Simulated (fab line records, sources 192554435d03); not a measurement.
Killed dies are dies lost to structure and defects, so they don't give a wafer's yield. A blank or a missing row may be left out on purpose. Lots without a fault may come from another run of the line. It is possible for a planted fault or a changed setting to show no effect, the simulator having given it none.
Matching of chambers / flow n5 finfet / 4 sister chambers for N5_BEOL_M8_STRIP_67 on rie diel-03
The step strips in CF4. 24 wafers are shown with their chamber, then 12 later ones without.

== EACH WAFER AND ITS CHAMBER ==
wafer=L076.2; chamber=0; drypump motor current A (A)=5.5; throttle valve pct (%)=13.23; showerhead plenum p Torr (Torr)=1.77
wafer=L076.3; chamber=2; drypump motor current A (A)=5.3; throttle valve pct (%)=13.80; showerhead plenum p Torr (Torr)=1.70
wafer=L076.5; chamber=0; drypump motor current A (A)=5.5; throttle valve pct (%)=13.25; showerhead plenum p Torr (Torr)=1.77
wafer=L077.1; chamber=0; drypump motor current A (A)=5.5; throttle valve pct (%)=13.29; showerhead plenum p Torr (Torr)=1.76
wafer=L077.4; chamber=3; drypump motor current A (A)=4.8; throttle valve pct (%)=13.93; showerhead plenum p Torr (Torr)=1.84
wafer=L077.5; chamber=1; drypump motor current A (A)=6.4; throttle valve pct (%)=13.53; showerhead plenum p Torr (Torr)=1.88
wafer=L079.4; chamber=2; drypump motor current A (A)=5.3; throttle valve pct (%)=13.81; showerhead plenum p Torr (Torr)=1.70
wafer=L079.5; chamber=3; drypump motor current A (A)=4.8; throttle valve pct (%)=13.93; showerhead plenum p Torr (Torr)=1.84
wafer=L079.6; chamber=2; drypump motor current A (A)=5.3; throttle valve pct (%)=13.82; showerhead plenum p Torr (Torr)=1.70
wafer=L080.2; chamber=2; drypump motor current A (A)=5.3; throttle valve pct (%)=13.81; showerhead plenum p Torr (Torr)=1.70
wafer=L080.3; chamber=3; drypump motor current A (A)=4.9; throttle valve pct (%)=13.94; showerhead plenum p Torr (Torr)=1.84
wafer=L080.6; chamber=3; drypump motor current A (A)=4.9; throttle valve pct (%)=13.94; showerhead plenum p Torr (Torr)=1.84
wafer=L082.1; chamber=1; drypump motor current A (A)=6.5; throttle valve pct (%)=13.56; showerhead plenum p Torr (Torr)=1.88
wafer=L082.5; chamber=2; drypump motor current A (A)=5.3; throttle valve pct (%)=13.84; showerhead plenum p Torr (Torr)=1.70
wafer=L082.6; chamber=3; drypump motor current A (A)=4.8; throttle valve pct (%)=13.98; showerhead plenum p Torr (Torr)=1.84
wafer=L085.3; chamber=0; drypump motor current A (A)=5.5; throttle valve pct (%)=13.31; showerhead plenum p Torr (Torr)=1.76
wafer=L085.4; chamber=3; drypump motor current A (A)=4.8; throttle valve pct (%)=13.97; showerhead plenum p Torr (Torr)=1.84
wafer=L085.5; chamber=3; drypump motor current A (A)=4.8; throttle valve pct (%)=13.98; showerhead plenum p Torr (Torr)=1.84
wafer=L089.3; chamber=1; drypump motor current A (A)=6.5; throttle valve pct (%)=13.57; showerhead plenum p Torr (Torr)=1.88
wafer=L089.4; chamber=3; drypump motor current A (A)=4.8; throttle valve pct (%)=13.96; showerhead plenum p Torr (Torr)=1.84
wafer=L089.6; chamber=3; drypump motor current A (A)=4.8; throttle valve pct (%)=13.96; showerhead plenum p Torr (Torr)=1.84
wafer=L091.2; chamber=0; drypump motor current A (A)=5.5; throttle valve pct (%)=13.32; showerhead plenum p Torr (Torr)=1.76
wafer=L091.3; chamber=2; drypump motor current A (A)=5.3; throttle valve pct (%)=13.28; showerhead plenum p Torr (Torr)=1.91
wafer=L091.4; chamber=0; drypump motor current A (A)=5.5; throttle valve pct (%)=13.32; showerhead plenum p Torr (Torr)=1.76

SIGNATURES (averages over the wafers above)
reading=drypump motor current A; chamber 0=5.500; chamber 1=6.467; chamber 2=5.300; chamber 3=4.822; scatter within a chamber=0.0333
reading=throttle valve pct; chamber 0=13.2867; chamber 1=13.5533; chamber 2=13.7267; chamber 3=13.9544; scatter within a chamber=0.112
reading=showerhead plenum p Torr; chamber 0=1.7633; chamber 1=1.8800; chamber 2=1.7350; chamber 3=1.8400; scatter within a chamber=0.0429
Rule: for a wafer and a chamber, the distance is found by dividing, reading by reading, the gap between the wafer's reading and the chamber's mean by the reading's scatter, squaring, summing and taking the root. The wafer belongs to the nearest chamber; if the next one is less than 2 further off, it can't be placed. The scatter: the root of (the sum of the squares of (reading less its chamber's mean) over the shown wafers, divided by (wafers less chambers)).

== WAFERS WHOSE CHAMBER IS MISSING ==
wafer=L093.2; drypump motor current A (A)=6.5; throttle valve pct (%)=13.61; showerhead plenum p Torr (Torr)=1.87
wafer=L093.3; drypump motor current A (A)=5.5; throttle valve pct (%)=13.34; showerhead plenum p Torr (Torr)=1.76
wafer=L093.4; drypump motor current A (A)=5.5; throttle valve pct (%)=13.34; showerhead plenum p Torr (Torr)=1.76
wafer=L095.1; drypump motor current A (A)=5.5; throttle valve pct (%)=13.35; showerhead plenum p Torr (Torr)=1.75
wafer=L095.3; drypump motor current A (A)=4.8; throttle valve pct (%)=13.41; showerhead plenum p Torr (Torr)=1.83
wafer=L095.6; drypump motor current A (A)=4.8; throttle valve pct (%)=13.43; showerhead plenum p Torr (Torr)=1.83
wafer=L096.2; drypump motor current A (A)=5.5; throttle valve pct (%)=13.36; showerhead plenum p Torr (Torr)=1.75
wafer=L096.4; drypump motor current A (A)=6.4; throttle valve pct (%)=13.61; showerhead plenum p Torr (Torr)=1.87
wafer=L096.6; drypump motor current A (A)=5.3; throttle valve pct (%)=13.33; showerhead plenum p Torr (Torr)=1.90
wafer=L097.1; drypump motor current A (A)=4.8; throttle valve pct (%)=13.45; showerhead plenum p Torr (Torr)=1.83
wafer=L097.2; drypump motor current A (A)=6.4; throttle valve pct (%)=13.66; showerhead plenum p Torr (Torr)=1.87
wafer=L097.5; drypump motor current A (A)=4.8; throttle valve pct (%)=13.43; showerhead plenum p Torr (Torr)=1.83

== CHAMBER TAKEN BY EACH ==
wafer=L093.2; from the rows above=1; in truth=1
wafer=L093.3; from the rows above=0; in truth=0
wafer=L093.4; from the rows above=0; in truth=0
wafer=L095.1; from the rows above=0; in truth=0
wafer=L095.3; from the rows above=3; in truth=3
wafer=L095.6; from the rows above=3; in truth=3
wafer=L096.2; from the rows above=0; in truth=0
wafer=L096.4; from the rows above=1; in truth=1
wafer=L096.6; from the rows above=can't be placed: 2 or 0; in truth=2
wafer=L097.1; from the rows above=3; in truth=3
wafer=L097.2; from the rows above=1; in truth=1
wafer=L097.5; from the rows above=3; in truth=3
Placed correctly: 11 of 12. From these rows, 1 cannot be placed; in 1 the true chamber is one of the candidates. 0 placed wrongly.
